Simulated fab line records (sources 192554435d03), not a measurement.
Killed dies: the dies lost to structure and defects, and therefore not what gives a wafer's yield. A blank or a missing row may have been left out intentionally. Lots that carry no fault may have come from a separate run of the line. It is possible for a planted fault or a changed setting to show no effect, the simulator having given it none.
Matching of chambers || flow n5-finfet || N5_HKMG_FIN_ALD_71 on ald-metal-02 has 4 sister chambers
The step deposits TiN, target thk 1 nm, pulse time 1 s, purge time 3 s. 36 wafers are shown with their chamber, then 12 later ones without.

== EACH WAFER AND ITS CHAMBER ==
{"wafer": "L077.3", "chamber": 1, "heater-power-w (W)": 826, "precursor-pulse-height-rel": 1.001}
{"wafer": "L077.4", "chamber": 3, "heater-power-w (W)": 870, "precursor-pulse-height-rel": 1.000}
{"wafer": "L077.6", "chamber": 1, "heater-power-w (W)": 848, "precursor-pulse-height-rel": 1.012}
{"wafer": "L078.1", "chamber": 0, "heater-power-w (W)": 718, "precursor-pulse-height-rel": 0.972}
{"wafer": "L078.2", "chamber": 2, "heater-power-w (W)": 858, "precursor-pulse-height-rel": 1.004}
{"wafer": "L078.3", "chamber": 3, "heater-power-w (W)": 854, "precursor-pulse-height-rel": 1.025}
{"wafer": "L078.4", "chamber": 0, "heater-power-w (W)": 716, "precursor-pulse-height-rel": 1.042}
{"wafer": "L078.5", "chamber": 3, "heater-power-w (W)": 867, "precursor-pulse-height-rel": 0.963}
{"wafer": "L078.6", "chamber": 2, "heater-power-w (W)": 842, "precursor-pulse-height-rel": 0.993}
{"wafer": "L079.3", "chamber": 2, "heater-power-w (W)": 862, "precursor-pulse-height-rel": 0.974}
{"wafer": "L079.4", "chamber": 0, "heater-power-w (W)": 728, "precursor-pulse-height-rel": 1.005}
{"wafer": "L079.5", "chamber": 1, "heater-power-w (W)": 824, "precursor-pulse-height-rel": 1.001}
{"wafer": "L080.2", "chamber": 0, "heater-power-w (W)": 701, "precursor-pulse-height-rel": 1.030}
{"wafer": "L080.3", "chamber": 1, "heater-power-w (W)": 844, "precursor-pulse-height-rel": 1.003}
{"wafer": "L080.4", "chamber": 3, "heater-power-w (W)": 900, "precursor-pulse-height-rel": 0.978}
{"wafer": "L081.1", "chamber": 0, "heater-power-w (W)": 709, "precursor-pulse-height-rel": 0.988}
{"wafer": "L081.4", "chamber": 3, "heater-power-w (W)": 870, "precursor-pulse-height-rel": 0.999}
{"wafer": "L081.5", "chamber": 2, "heater-power-w (W)": 871, "precursor-pulse-height-rel": 1.004}
{"wafer": "L084.1", "chamber": 2, "heater-power-w (W)": 875, "precursor-pulse-height-rel": 0.971}
{"wafer": "L084.2", "chamber": 1, "heater-power-w (W)": 834, "precursor-pulse-height-rel": 1.011}
{"wafer": "L084.4", "chamber": 0, "heater-power-w (W)": 718, "precursor-pulse-height-rel": 0.997}
{"wafer": "L085.4", "chamber": 2, "heater-power-w (W)": 829, "precursor-pulse-height-rel": 1.004}
{"wafer": "L085.5", "chamber": 0, "heater-power-w (W)": 732, "precursor-pulse-height-rel": 0.996}
{"wafer": "L085.6", "chamber": 1, "heater-power-w (W)": 824, "precursor-pulse-height-rel": 1.005}
{"wafer": "L086.1", "chamber": 3, "heater-power-w (W)": 849, "precursor-pulse-height-rel": 0.999}
{"wafer": "L086.2", "chamber": 2, "heater-power-w (W)": 846, "precursor-pulse-height-rel": 1.027}
{"wafer": "L086.3", "chamber": 1, "heater-power-w (W)": 812, "precursor-pulse-height-rel": 1.013}
{"wafer": "L086.4", "chamber": 0, "heater-power-w (W)": 739, "precursor-pulse-height-rel": 0.979}
{"wafer": "L086.5", "chamber": 1, "heater-power-w (W)": 824, "precursor-pulse-height-rel": 0.984}
{"wafer": "L086.6", "chamber": 2, "heater-power-w (W)": 861, "precursor-pulse-height-rel": 0.963}
{"wafer": "L087.3", "chamber": 0, "heater-power-w (W)": 718, "precursor-pulse-height-rel": 0.997}
{"wafer": "L087.5", "chamber": 3, "heater-power-w (W)": 868, "precursor-pulse-height-rel": 0.985}
{"wafer": "L087.6", "chamber": 0, "heater-power-w (W)": 703, "precursor-pulse-height-rel": 0.997}
{"wafer": "L091.1", "chamber": 0, "heater-power-w (W)": 716, "precursor-pulse-height-rel": 1.022}
{"wafer": "L091.3", "chamber": 3, "heater-power-w (W)": 871, "precursor-pulse-height-rel": 0.988}
{"wafer": "L091.5", "chamber": 3, "heater-power-w (W)": 871, "precursor-pulse-height-rel": 0.979}

SIGNATURES (averages over the wafers above)
{"reading": "heater-power-w", "chamber 0": 718.00, "chamber 1": 829.50, "chamber 2": 855.50, "chamber 3": 868.89, "scatter within a chamber": 13.2}
{"reading": "precursor-pulse-height-rel", "chamber 0": 1.00227, "chamber 1": 1.00375, "chamber 2": 0.99250, "chamber 3": 0.99067, "scatter within a chamber": 0.0185}
Rule: for a wafer and a chamber, the distance is found by dividing, reading by reading, the gap between the wafer's reading and the chamber's mean by the reading's scatter, squaring, summing and taking the root. The wafer belongs to the nearest chamber; if the next one is less than 2 further off, it can't be placed. The scatter: take each reading less its chamber's mean, square it, sum over the shown wafers, divide by the number of wafers less the number of chambers, and take the root.

== WAFERS MISSING THEIR CHAMBER ==
{"wafer": "L094.2", "heater-power-w (W)": 738, "precursor-pulse-height-rel": 0.999}
{"wafer": "L094.4", "heater-power-w (W)": 872, "precursor-pulse-height-rel": 0.991}
{"wafer": "L094.5", "heater-power-w (W)": 871, "precursor-pulse-height-rel": 0.967}
{"wafer": "L095.1", "heater-power-w (W)": 831, "precursor-pulse-height-rel": 0.969}
{"wafer": "L095.2", "heater-power-w (W)": 862, "precursor-pulse-height-rel": 1.030}
{"wafer": "L095.3", "heater-power-w (W)": 723, "precursor-pulse-height-rel": 0.984}
{"wafer": "L095.4", "heater-power-w (W)": 884, "precursor-pulse-height-rel": 0.993}
{"wafer": "L095.5", "heater-power-w (W)": 840, "precursor-pulse-height-rel": 0.986}
{"wafer": "L095.6", "heater-power-w (W)": 876, "precursor-pulse-height-rel": 0.977}
{"wafer": "L097.2", "heater-power-w (W)": 860, "precursor-pulse-height-rel": 0.995}
{"wafer": "L097.3", "heater-power-w (W)": 841, "precursor-pulse-height-rel": 1.013}
{"wafer": "L097.5", "heater-power-w (W)": 745, "precursor-pulse-height-rel": 1.020}

== THE CHAMBER EACH PASSED THROUGH ==
{"wafer": "L094.2", "from the rows above": 0, "in truth": 0}
{"wafer": "L094.4", "from the rows above": "can't be placed: 3 or 2", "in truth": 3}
{"wafer": "L094.5", "from the rows above": "can't be placed: 3 or 2", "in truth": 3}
{"wafer": "L095.1", "from the rows above": "can't be placed: 1 or 2 or 3", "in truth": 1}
{"wafer": "L095.2", "from the rows above": "can't be placed: 2 or 3 or 1", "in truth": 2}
{"wafer": "L095.3", "from the rows above": 0, "in truth": 0}
{"wafer": "L095.4", "from the rows above": "can't be placed: 3 or 2", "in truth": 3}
{"wafer": "L095.5", "from the rows above": "can't be placed: 2 or 1 or 3", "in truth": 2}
{"wafer": "L095.6", "from the rows above": "can't be placed: 3 or 2", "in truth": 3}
{"wafer": "L097.2", "from the rows above": "can't be placed: 2 or 3 or 1", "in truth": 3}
{"wafer": "L097.3", "from the rows above": "can't be placed: 1 or 2 or 3", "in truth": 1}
{"wafer": "L097.5", "from the rows above": 0, "in truth": 0}
Correct placement for 3 of the 12. Unplaceable from these rows: 9, with the true chamber sitting among the candidates in 9. Number placed wrongly: 0.
